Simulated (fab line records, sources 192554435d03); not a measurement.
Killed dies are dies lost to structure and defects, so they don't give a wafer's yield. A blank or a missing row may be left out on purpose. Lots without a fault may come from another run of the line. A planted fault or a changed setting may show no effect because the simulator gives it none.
Which tool did it? | flow n5_finfet | 9 lots, 25 wafers sampled, at 5 steps of a route of 1938

WHAT THE GAUGES READ, wafer by wafer
N5_MOL_CONTACT_COAG_THK_MEAS_53.
lot  | measured     | on            | VIA_MOL_THK (nm)
L765 | day 6 01:15  | film_metro-02 | 43.7 44.4 44.3
L766 | day 6 13:09  | film_metro-01 | 43.6 43.6 44.5
L767 | day 6 14:23  | film_metro-02 | 43.2 42.6 44.0
L768 | day 6 22:32  | film_metro-02 | 42.7 42.8 43.3
L771 | day 7 17:40  | film_metro-01 | 42.7 43.6
L774 | day 8 11:00  | film_metro-01 | 14.0 13.4 44.5
L775 | day 8 12:14  | film_metro-02 | 14.0 44.5 44.1
L783 | day 10 10:54 | film_metro-02 | 42.6 43.0
L784 | day 10 18:01 | film_metro-01 | 43.4 43.0 43.8

WHICH TOOL RAN EACH LOT (tool, then ch and the chambers of the sampled wafers, then the start)
lot  | N5_MOL_CONTACT_COAG_TI_SIL_19 | N5_MOL_CONTACT_COAG_PRE_CLEAN_142 | N5_MOL_CONTACT_COAG_PECVD_31    | N5_MOL_CONTACT_COAG_VIA_ETCH_46
L765 | pvd_sputter-03, day 5 13:26   | pvd_sputter-02, day 5 16:38       | pecvd-01 ch 0,1,2, day 5 20:44  | rie_diel-02 ch 1,3, day 5 22:02
L766 | pvd_sputter-03, day 5 21:37   | pvd_sputter-02, day 6 02:13       | pecvd-04 ch 0,2, day 6 07:20    | rie_diel-01 ch 0,1,3, day 6 09:32
L767 | pvd_sputter-01, day 5 23:57   | pvd_sputter-03, day 6 04:13       | pecvd-03 ch 1,2, day 6 08:39    | rie_diel-01 ch 0,2, day 6 11:04
L768 | pvd_sputter-01, day 6 11:17   | pvd_sputter-03, day 6 14:24       | pecvd-03 ch 0,1,2, day 6 18:50  | rie_diel-06 ch 1,2,3, day 6 20:10
L771 | pvd_sputter-03, day 7 07:28   | pvd_sputter-02, day 7 10:34       | pecvd-04 ch 0,2, day 7 14:05    | rie_diel-02 ch 0,1, day 7 15:08
L774 | pvd_sputter-02, day 7 23:50   | pvd_sputter-03, day 8 03:35       | pecvd-04 ch 1,2, day 8 07:31    | rie_diel-01 ch 0,1, day 8 08:39
L775 | pvd_sputter-02, day 8 00:47   | pvd_sputter-02, day 8 05:20       | pecvd-04 ch 0,1, day 8 08:48    | rie_diel-02 ch 1,3, day 8 09:44
L783 | pvd_sputter-01, day 10 00:01  | pvd_sputter-01, day 10 03:22      | pecvd-03 ch 1,2, day 10 06:52   | rie_diel-01 ch 1,2, day 10 08:20
L784 | pvd_sputter-03, day 10 05:50  | pvd_sputter-02, day 10 10:47      | pecvd-01 ch 0,1,2, day 10 14:17 | rie_diel-02 ch 1,3, day 10 15:21
- N5_MOL_CONTACT_COAG_TI_SIL_19: material Ti, target thk 4.2 nm, time 15 s.
- N5_MOL_CONTACT_COAG_PRE_CLEAN_142: time 60 s.
- N5_MOL_CONTACT_COAG_PECVD_31: deposits SiO2 from TEOS/O2, target thk 46 nm, time 8.9 s.
- N5_MOL_CONTACT_COAG_VIA_ETCH_46: etches SiO2 in C4F6/O2, target depth 46 nm, overetch 9.2 nm, time 40 s.

THE ANSWER, worked out from the rows above alone
Rule: what is usual is taken from the lots themselves. Put in order of their means at a reading, lots are off if they are a third of the lots or fewer, leave a main group of 4 or more, and stand apart from it by a gap of 3 or more times the standard deviation of the main group's means; of several such gaps the widest counts. A main group whose means are all the same, to the digits that the tables above print for the reading, isn't used. A lot without any number at a reading at which 4 lots or more have one is off too. The other lots that the step has rows for count as sound.
Off: L774, L775, at N5_MOL_CONTACT_COAG_THK_MEAS_53 (VIA_MOL_THK). The main group: mean 43.4 nm, standard deviation 0.45.
A tool fits if, at a process step before that reading, it ran every lot that is off, and no sound lot after the first of them. The gauges at N5_MOL_CONTACT_COAG_THK_MEAS_53 are tried like those tools. Can't be told from this: 2 tools fit, pvd_sputter-02 at N5_MOL_CONTACT_COAG_TI_SIL_19, pecvd-04 at N5_MOL_CONTACT_COAG_PECVD_31.

WHAT THE SIMULATOR HAD PUT IN
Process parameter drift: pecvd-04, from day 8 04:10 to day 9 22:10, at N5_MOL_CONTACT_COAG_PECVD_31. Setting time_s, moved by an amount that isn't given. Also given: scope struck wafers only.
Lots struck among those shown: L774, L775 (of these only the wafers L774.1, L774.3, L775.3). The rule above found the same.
